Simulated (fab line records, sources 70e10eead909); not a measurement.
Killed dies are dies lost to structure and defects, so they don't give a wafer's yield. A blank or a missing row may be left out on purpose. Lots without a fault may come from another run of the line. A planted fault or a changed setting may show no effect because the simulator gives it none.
Chamber matching | flow nand_harc | NHARC_A_SLIT_DEP_23 on pecvd-03: 3 sister chambers
The step deposits SiON, target thk 100 nm. 3 wafers are shown with their chamber, then 9 later ones without.

WAFERS WITH THEIR CHAMBER
wafer  | chamber | heater_power_w (W)
L089.1 | 0       | 676
L089.3 | 1       | 757
L089.6 | 2       | 887

WAFERS WITHOUT THEIR CHAMBER
wafer  | heater_power_w (W)
L090.1 | 843
L090.2 | 655
L090.6 | 881
L091.1 | 787
L091.3 | 596
L091.4 | 828
L095.1 | 797
L095.2 | 746
L095.4 | 590

WHICH CHAMBER EACH WENT THROUGH
wafer  | from the rows above          | in truth
L090.1 | can't be placed: 2 or 1      | 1
L090.2 | can't be placed: 0 or 1      | 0
L090.6 | 2                            | 2
L091.1 | can't be placed: 1 or 2 or 0 | 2
L091.3 | can't be placed: 0 or 1      | 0
L091.4 | can't be placed: 2 or 1 or 0 | 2
L095.1 | can't be placed: 1 or 2 or 0 | 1
L095.2 | can't be placed: 1 or 0      | 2
L095.4 | can't be placed: 0 or 1      | 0
Placed correctly: 1 of 9. Can't be placed from these rows: 8 (the true chamber is among the candidates in 7). Placed wrongly: 0.
How it was worked out, from the rows above alone: a wafer's distance from a chamber is the root of the sum, over the readings, of the square of ((its reading less the chamber's mean) divided by the reading's scatter). The wafer belongs to the nearest chamber; if the next one is less than 2 further off, it can't be placed. A chamber's mean is the mean of its shown wafers. The scatter: with one shown wafer a chamber, the root of the mean of the squares of how far each hidden wafer lies from its nearest shown one.
